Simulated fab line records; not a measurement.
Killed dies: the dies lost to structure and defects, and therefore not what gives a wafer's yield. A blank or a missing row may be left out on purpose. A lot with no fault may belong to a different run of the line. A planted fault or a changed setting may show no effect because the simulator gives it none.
Chamber matching	flow n5 finfet	N5_FIN_SAQP_DESCUM_21 on rie diel-02 has 4 sister chambers
The step chemistry O2, time 7.9 s. 16 wafers are shown with their chamber, then 8 later ones without.

## WAFERS, EACH WITH ITS CHAMBER
wafer	chamber	drypump motor current A (A)	showerhead plenum p Torr (Torr)	throttle valve pct (%)
L074.4	3	4.7	2.05	20.38
L074.5	2	5.8	2.25	20.37
L074.6	1	5.6	2.15	20.13
L076.1	1	5.6	2.15	20.12
L076.3	0	5.8	2.14	20.28
L076.4	2	5.8	2.25	20.37
L086.1	3	4.8	2.04	20.44
L086.3	1	5.6	2.14	20.16
L086.4	1	5.6	2.14	20.17
L088.3	1	5.6	2.14	20.16
L088.5	3	4.8	2.04	20.44
L088.6	2	5.8	2.24	20.42
L089.4	0	5.8	2.13	19.99
L089.5	2	5.8	2.24	20.41
L089.6	1	5.6	2.13	20.15
L090.3	2	5.7	2.24	20.41

SIGNATURES (averages over the wafers above)
reading	chamber 0	chamber 1	chamber 2	chamber 3	scatter within a chamber
drypump motor current A	5.800	5.600	5.780	4.767	0.035
showerhead plenum p Torr	2.1350	2.1417	2.2440	2.0433	0.00658
throttle valve pct	20.1350	20.1483	20.3960	20.4200	0.0637
Rule: distance of a wafer from a chamber = root of the sum over the readings of ((wafer's reading minus chamber's mean) / reading's scatter) squared. If the next closest chamber is less than 2 further off than the closest, the wafer can't be placed; otherwise it belongs to the closest. How the scatter is found: for the shown wafers, subtract from each reading the mean of its chamber, square and add these, divide the total by (wafers less chambers), then take the root.

## WAFERS WHOSE CHAMBER IS MISSING
wafer	drypump motor current A (A)	showerhead plenum p Torr (Torr)	throttle valve pct (%)
L090.5	5.8	2.13	19.98
L090.6	4.7	2.03	20.46
L095.1	4.7	2.03	20.47
L095.5	5.6	2.13	20.20
L095.6	4.8	2.03	20.47
L096.1	5.8	2.12	20.00
L096.2	5.8	2.23	20.45
L096.6	5.7	2.23	20.44

## WHICH CHAMBER EACH WENT THROUGH
wafer	from the rows above	in truth
L090.5	0	0
L090.6	3	3
L095.1	3	3
L095.5	1	1
L095.6	3	3
L096.1	0	0
L096.2	2	2
L096.6	2	2
Placed correctly: 8 of 8. Can't be placed from these rows: 0. Placed wrongly: 0.
